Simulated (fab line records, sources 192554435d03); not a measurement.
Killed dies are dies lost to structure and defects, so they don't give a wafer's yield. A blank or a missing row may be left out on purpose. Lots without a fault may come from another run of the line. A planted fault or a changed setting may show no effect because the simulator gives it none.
A struck lot beside a sound one | flow n5_finfet | 22 steps out of a route of 1938
Sound: wafers L230.3, L230.4, L230.6. Struck: wafers L241.1, L241.3, L241.4. The cause comes at the end.
At each step with rows: each side's tool, then ch and its chambers, then its first start. Under that, the readings that differ: sound wafers | struck wafers | difference of the means | sigmas: that difference in standard deviations of wafers without a fault.
alike: readings whose means differ by less than 2 such deviations, and words and numbers that are the same on both sides. not compared: withheld readings, readings that some wafer has no value for, bounds like >300 that may hide the same value, and numbers for which the record gives no deviation and whose values overlap.
The two part at a step that has a row with sigmas, a row that says differs or no value, or rows on one side only. Numbers that don't overlap but have no deviation are shown without sigmas and don't part them. A reading that every wafer of one side lacks parts them only if that side has two wafers or more.

first, 12 steps without rows for these wafers: N5_BEOL_M2_ANNEAL_87 (time 240 s); N5_BEOL_M2_SPUTTER_88 (material Cu, target thk 4.5 nm, time 8.29 s); N5_BEOL_M2_ANNEAL_89 (time 240 s); N5_BEOL_M2_SPUTTER_90 (material Cu, target thk 4.5 nm, time 8.29 s); N5_BEOL_M2_ANNEAL_91 (time 240 s); N5_BEOL_M2_SPUTTER_92 (material Cu, target thk 4.5 nm, time 8.29 s); N5_BEOL_M2_ANNEAL_93 (time 240 s); N5_BEOL_M2_SPUTTER_94 (material Cu, target thk 4.5 nm, time 8.29 s); N5_BEOL_M2_ANNEAL_95 (time 240 s); N5_BEOL_M2_SPUTTER_96 (material Cu, target thk 4.5 nm, time 8.29 s); N5_BEOL_M2_ECD_50 (material Cu, target thk 300 nm); N5_BEOL_M2_ANNEAL_51 (time 90 s).
N5_BEOL_M2_CMP_52: polishes, stops on SiOC, t overpolish 6.8 s, target thk 40 nm.
  sound on cmp-01 ch 2,3, day 8 11:19; struck on cmp-01 ch 1,2,3, day 10 19:34
  no value came back on the struck wafers for any of 5 readings (barrier_field_endpoint_s (s), clearing_platen_down_force_psi (psi) and others); on the sound wafers barrier_field_endpoint_s (s) reads 23.6 24.1 23.8
  reading                                      | sound          | struck            | difference | sigmas
  model.Cu_of_BEOL_M2_ECD_50.thk_nm (nm)       | 37 43.8 41     | 299.4 302.2 299.8 | +259.9     |
  model.SiO2_of_BEOL_M2_PECVD_72.thk_nm (nm)   | 0 0 0          | 15.8 16.2 16.2    | +16.1      |
  model.SiOC_of_BEOL_M2_ILD_DEP_00.thk_nm (nm) | 75.8 76.4 76.6 | 78.2 78.4 79.8    | +2.5       |
N5_BEOL_M2_THK_MEAS_53: measures by xrf.
  sound on film_metro-02, day 8 11:34; struck on film_metro-01, day 10 19:52
  reading     | sound          | struck            | difference | sigmas
  M2_THK (nm) | 36.6 43.3 40.8 | 293.1 298.6 294.2 | +255.1     | +99 or more
then, 4 steps without rows for these wafers: N5_BEOL_M2_PRE_CLEAN_60 (time 15 s); N5_BEOL_M2_CO_CAP_55 (material Co, precursor CCTBA/H2, target thk 2 nm, time 102.1 s); N5_BEOL_M2_PRE_CLEAN_56 (time 15 s); N5_BEOL_M2_DEP_57 (deposits SiCN from 3MS/NH3, target thk 8 nm, time 14 s).
N5_BEOL_M2_RS_MEAS_58: measures by four-point-probe.
  sound on film_metro-02, day 8 11:52; struck on film_metro-02, day 10 20:12
  reading        | sound          | struck         | difference | sigmas
  M2_RS (ohm/sq) | 0.74 0.59 0.65 | 0.06 0.06 0.06 | -0.60      | -19
N5_BEOL_M2_INSPECT_59: inspects for defects (darkfield).
  sound on defect_inspect-01, day 8 11:53; struck on defect_inspect-02, day 10 20:14
  reading          | sound    | struck         | difference | sigmas
  raw_defect_count | 72 48 86 | 5879 6009 5980 | +5887      | +99 or more
N5_BEOL_M4_RC_MEAS_101:
  the record has rows for the sound wafers here (prober-01 ch 0, day 9 07:32) and none for the struck ones
-- the record jumps here: 5 days lie between the struck wafers' starts before and after (it left off in module BEOL_M4 and takes up again in module PASSIVATION, whose first step shown is number 1936 of the route) --
N5_PASSIVATION_PROBE_49:
  the record has rows for the struck wafers here (prober-01, day 16 00:31) and none for the sound ones

WHERE THEY PART
First at N5_BEOL_M2_CMP_52; last, within this record, at N5_PASSIVATION_PROBE_49.

WHY: what the simulator had put in
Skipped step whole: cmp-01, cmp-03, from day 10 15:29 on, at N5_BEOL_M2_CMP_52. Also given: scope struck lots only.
